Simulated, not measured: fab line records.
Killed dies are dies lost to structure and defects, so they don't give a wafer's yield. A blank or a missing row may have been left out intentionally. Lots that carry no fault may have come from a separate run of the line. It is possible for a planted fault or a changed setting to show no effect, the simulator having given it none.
A single fault, viewed from 3 desks + flow nand-harc + every desk sees just its own numbers, and what lay behind them comes last

== AT THE TOOL OWNER'S DESK: pecvd-04 ==
The tool's own readings at NHARC_P_BONDPAD_DEP_00 (deposits SiCN, target thk 250 nm): means of the sampled wafers that have a number, for each lot that ran on this tool. If a lot's mean is further than 4 standard deviations from the usual mean, the lot is out of limits and carries the mark OUT (the distance appears in the brackets).
Columns: A = heater-power-outer-w at NHARC_P_BONDPAD_DEP_00, usual 331 W; B = heater-power-w at NHARC_P_BONDPAD_DEP_00, usual 579 W; C = rf-fwd-power-W at NHARC_P_BONDPAD_DEP_00, usual 449.0 W; D = showerhead-vpp-V at NHARC_P_BONDPAD_DEP_00, usual 1278 V
| lot  | first seen here | A   | B   | C               | D    |
|------|-----------------|-----|-----|-----------------|------|
| L500 | day 6 09:32     | 387 | 661 | 448.4           | 1273 |
| L502 | day 7 19:06     | 328 | 581 | 448.9           | 1288 |
| L506 | day 9 06:24     | 388 | 711 | 329.3 (-92) OUT | 1119 |
Finding of this desk: L506 out of limits; the first was L506 at day 9 06:24, on rf-fwd-power-W at NHARC_P_BONDPAD_DEP_00. L500, L502 stayed within limits.

== THE DEFECT DESK ==
Per lot, the means of the sampled wafers with a number show what the inspections along the route counted. If a lot's mean is further than 4 standard deviations from the usual mean, the lot is out of limits and carries the mark OUT (the distance appears in the brackets).
Columns: A = raw-defect-count at NHARC_P_M2_INSPECT_27, usual 275
| lot  | first seen here | A   |
|------|-----------------|-----|
| L500 | day 6 08:56     | 183 |
| L502 | day 7 18:27     | 439 |
| L506 | day 9 05:50     | 403 |
| L516 | day 13 05:01    | 224 |
| L523 | day 16 00:59    | 191 |
Finding of this desk: none of the 5 lots has anything out of limits.

== FROM THE METROLOGY DESK ==
Means of the sampled wafers that have a number, per lot and without regard to the tool the lot ran on: this is what the gauges read. If a lot's mean is further than 4 standard deviations from the usual mean, the lot is out of limits and carries the mark OUT (the distance appears in the brackets).
Columns: A = thk-nm at NHARC_P_M2_THK_MEAS_24, usual 143.6 nm
| lot  | first seen here | A     |
|------|-----------------|-------|
| L500 | day 6 08:47     | 143.6 |
| L502 | day 7 18:17     | 142.5 |
| L506 | day 9 05:41     | 142.9 |
| L516 | day 13 04:52    | 144.3 |
| L523 | day 16 00:50    | 142.5 |
Finding of this desk: none of the 5 lots has anything out of limits.

== PUT TOGETHER ==
An alarm could have come from the tool owner's desk at day 9 06:24, on L506.
The defect desk saw nothing out of limits.
Metrology desk: nothing out of limits seen.
The defect desk has L506 on record, within its limits.
The metrology desk has L506 on record, within its limits.
Of the lots named, all ran NHARC_P_BONDPAD_DEP_00 on pecvd-04.

== WHAT THE SIMULATOR HAD PUT IN ==
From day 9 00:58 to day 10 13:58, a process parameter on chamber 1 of pecvd-04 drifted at NHARC_P_BONDPAD_DEP_00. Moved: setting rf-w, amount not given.
Shown lots that were struck: L506.
Time in hours from fault onset to the first out-of-limits reading at each desk: the tool owner's desk, 5.
